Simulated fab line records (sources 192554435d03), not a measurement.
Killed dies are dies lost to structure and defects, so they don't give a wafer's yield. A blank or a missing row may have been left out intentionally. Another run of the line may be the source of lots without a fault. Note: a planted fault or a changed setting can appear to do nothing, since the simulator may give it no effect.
A lot that was struck, set against a sound lot + flow n5 finfet + 37 steps out of a route of 1938
Sound: wafers L413.1, L413.2, L413.5. Struck: wafer L427.2. At the end, the cause is stated.
Each step with rows lists, per side, the tool, then ch with its chambers, then its first start. Under that, the readings that differ: sound wafers + struck wafers + difference of the means + sigmas: that difference in standard deviations of wafers without a fault.
alike: a reading whose means differ by less than 2 such deviations, as well as words and numbers matching on both sides. not compared: withheld readings; readings where some wafer has no value; bounds like >300 that might hide an equal value; numbers whose values overlap and for which the record gives no deviation.
Wherever a step has rows on one side only, a row that says differs or no value, or a row with sigmas, the two part there. Non-overlapping numbers with no deviation appear without sigmas and do not part them. Lack of a reading on every wafer of one side parts them only where that side has two or more wafers.

first, 9 steps without rows for these wafers: N5_BEOL_M11_ALD_74 (deposits TaN, target thk 2 nm, pulse time 2 s, purge time 3 s); N5_BEOL_M11_SURFACE_TREAT_76; N5_BEOL_M11_CVD_75 (deposits Co from CCTBA/H2, target thk 2 nm, time 138.9 s); N5_BEOL_M11_SPUTTER_48 (material Cu, target thk 12 nm, time 2 s); N5_BEOL_M11_ECD_50 (material Cu, target thk 318 nm); N5_BEOL_M11_ANNEAL_51 (time 90 s); N5_BEOL_M11_CMP_52 (polishes, stops on SiCOH lowk, t overpolish 7 s, target thk 140 nm); N5_BEOL_M11_PRE_CLEAN_55 (time 15 s); N5_BEOL_M11_DEP_56 (deposits SiCN from 3MS/NH3, target thk 30 nm, time 10.5 s).
N5_BEOL_M12_ILD_DEP_00: deposits SiOC from DEMS/O2, target thk 658.92 nm, time 130.7 s.
  sound on pecvd-04 ch 0,2, day 10 14:40; struck on pecvd-04 ch 2, day 14 14:05
| reading                                       | sound             | struck | difference | sigmas |
|-----------------------------------------------|-------------------|--------|------------|--------|
| run length s (s)                              | 175.0 175.7 174.9 | 147.9  | -27.3      | -51    |
| model.SiOC_of_BEOL_M12_ILD_DEP_00.thk nm (nm) | 650.6 640 656     | 514.2  | -134.7     |        |
  alike: heater power w, showerhead plenum p Torr, throttle valve pct
  not compared: since wet clean h
N5_BEOL_M12_THK_MEAS_01:
  sound on film metro-02, day 10 14:51; struck on film metro-02, day 14 14:14
| reading          | sound       | struck | difference | sigmas |
|------------------|-------------|--------|------------|--------|
| M12_ILD_THK (nm) | 651 640 657 | 515    | -134       | -15    |
then, 10 steps without rows for these wafers: N5_BEOL_M12_COAT_58 (time 60 s, resist thk 89 nm); N5_BEOL_M12_COAT_04 (resist thk 400 nm); N5_BEOL_M12_EBR_06; N5_BEOL_M12_SOFTBAKE_05 (time 60 s); N5_BEOL_M12_EXPOSE_07 (exposes mask V11); N5_BEOL_M12_PEB_08 (peb time 90 s); N5_BEOL_M12_DEVELOP_09 (develop time 45 s); N5_BEOL_M12_HARDBAKE_14 (time 120 s); N5_BEOL_M12_DESCUM_15 (chemistry O2, time 7.9 s); N5_BEOL_M12_ETCH_59 (etches BARC in N2/H2, target depth 89 nm, overetch 26.7 nm, time 67.9 s).
N5_BEOL_M12_VIA_ETCH_16: etches SiOC in C4F8/O2/Ar, target depth 724.8 nm.
  sound on rie diel-06 ch 0,2,3, day 10 15:56; struck on rie diel-06 ch 1, day 14 14:42
| reading                                    | sound           | struck | difference | sigmas |
|--------------------------------------------|-----------------|--------|------------|--------|
| model.etch.depth nm (nm)                   | 650.6 640 656   | 514.2  | -134.7     |        |
| model.coat_of_BEOL_M12_COAT_04.thk nm (nm) | 129 125.4 124.4 | 162    | +36        |        |
  alike: bias w, drypump motor current A, oes product au, rf vpp V, showerhead plenum p Torr, throttle valve pct
N5_BEOL_M12_STRIP_63: strips in N2/H2.
  sound on plasma asher-01 ch 0,1, day 10 16:08; struck on plasma asher-01 ch 1, day 14 14:54
| reading                      | sound             | struck | difference | sigmas |
|------------------------------|-------------------|--------|------------|--------|
| oes product au (a.u.)        | 0.688 0.701 0.701 | 0.710  | +0.013     | +3     |
| strip time to endpoint s (s) | 44.1 43.1 42.8    | 52.8   | +9.5       | +9     |
  alike: drypump motor current A, heater power w
  not compared: rf hours counter h
then, 12 steps without rows for these wafers: N5_BEOL_M12_STRIP_64 (strips in N2/H2); N5_BEOL_M12_STRIP_71 (strips in post etch residue remover, time 60 s); N5_BEOL_M12_SRD_72 (time 30 s, dry time 30 s); N5_BEOL_M12_COAT_65 (time 60 s, resist thk 300 nm); N5_BEOL_M12_COAT_66 (time 60 s, resist thk 110 nm); N5_BEOL_M12_COAT_22 (resist thk 300 nm); N5_BEOL_M12_EBR_24; N5_BEOL_M12_SOFTBAKE_23 (time 60 s); N5_BEOL_M12_EXPOSE_25 (exposes mask M12); N5_BEOL_M12_PEB_26 (peb time 90 s); N5_BEOL_M12_DEVELOP_27 (develop time 45 s); N5_BEOL_M12_HARDBAKE_32 (time 120 s).
N5_BEOL_M12_CMP_49: polishes, stops on SiOC, t overpolish 20.6 s, target thk 320 nm.
  sound on cmp-04 ch 0,1, day 10 19:53; struck on cmp-01 ch 0, day 14 20:35
| reading                                       | sound           | struck | difference | sigmas |
|-----------------------------------------------|-----------------|--------|------------|--------|
| model.SiOC_of_BEOL_M12_ILD_DEP_00.thk nm (nm) | 592 581.4 593.6 | 452.2  | -136.8     |        |
  alike: motor current A, retaining ring pressure frac
N5_PASSIVATION_PROBE_49:
  rows exist in the record for the sound wafers here (prober-02, day 12 12:11), none for the struck ones

## WHERE THEY PART
Last at N5_PASSIVATION_PROBE_49 as far as this record goes, first at N5_BEOL_M12_ILD_DEP_00.

WHY: what the simulator had put in
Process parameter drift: pecvd-04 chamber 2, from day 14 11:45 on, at N5_BEOL_M12_ILD_DEP_00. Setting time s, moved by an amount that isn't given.
